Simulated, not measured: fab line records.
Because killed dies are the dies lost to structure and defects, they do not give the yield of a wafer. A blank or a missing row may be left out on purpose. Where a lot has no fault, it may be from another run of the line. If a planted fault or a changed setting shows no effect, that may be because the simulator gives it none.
Chamber matching ; flow n5Finfet ; 3 sister chambers for N5_BEOL_M9_PECVD_70 on pecvd-04
The step deposits SiO2 from TEOS/O2, target thk 20 nm, time 22.7 s. 6 wafers are shown with their chamber, then 10 later ones without.

## EACH WAFER AND ITS CHAMBER
wafer;chamber;throttleValvePct (%);showerheadPlenumPTorr (Torr)
L080.4;2;20.5;8.73
L083.6;2;20.6;8.72
L093.5;1;25.6;8.82
L093.6;0;22.8;8.64
L094.2;0;22.9;8.66
L094.3;1;25.8;8.79

## WAFERS WITHOUT THEIR CHAMBER
wafer;throttleValvePct (%);showerheadPlenumPTorr (Torr)
L094.5;25.8;8.81
L095.1;20.6;8.73
L095.2;25.7;8.80
L095.4;20.9;8.72
L096.2;25.7;8.82
L096.3;20.8;8.73
L096.4;22.7;8.66
L097.2;20.9;8.73
L097.3;22.9;8.65
L097.6;20.7;8.74

## WHICH CHAMBER EACH WENT THROUGH
wafer;from the rows above;in truth
L094.5;1;1
L095.1;2;2
L095.2;1;1
L095.4;2;2
L096.2;1;1
L096.3;2;2
L096.4;0;0
L097.2;2;2
L097.3;0;0
L097.6;2;2
Placed correctly: 10 of 10. Number that these rows cannot place: 0. Wrongly placed: 0.
How it was worked out, from the rows above alone: a wafer's distance from a chamber is the root of the sum, over the readings, of the square of ((its reading less the chamber's mean) divided by the reading's scatter). If the next closest chamber is less than 2 further off than the closest, the wafer can't be placed; otherwise it belongs to the closest. Each chamber's mean is taken over the wafers shown for it. The scatter: take each reading less its chamber's mean, square it, sum over the shown wafers, divide by the number of wafers less the number of chambers, and take the root.
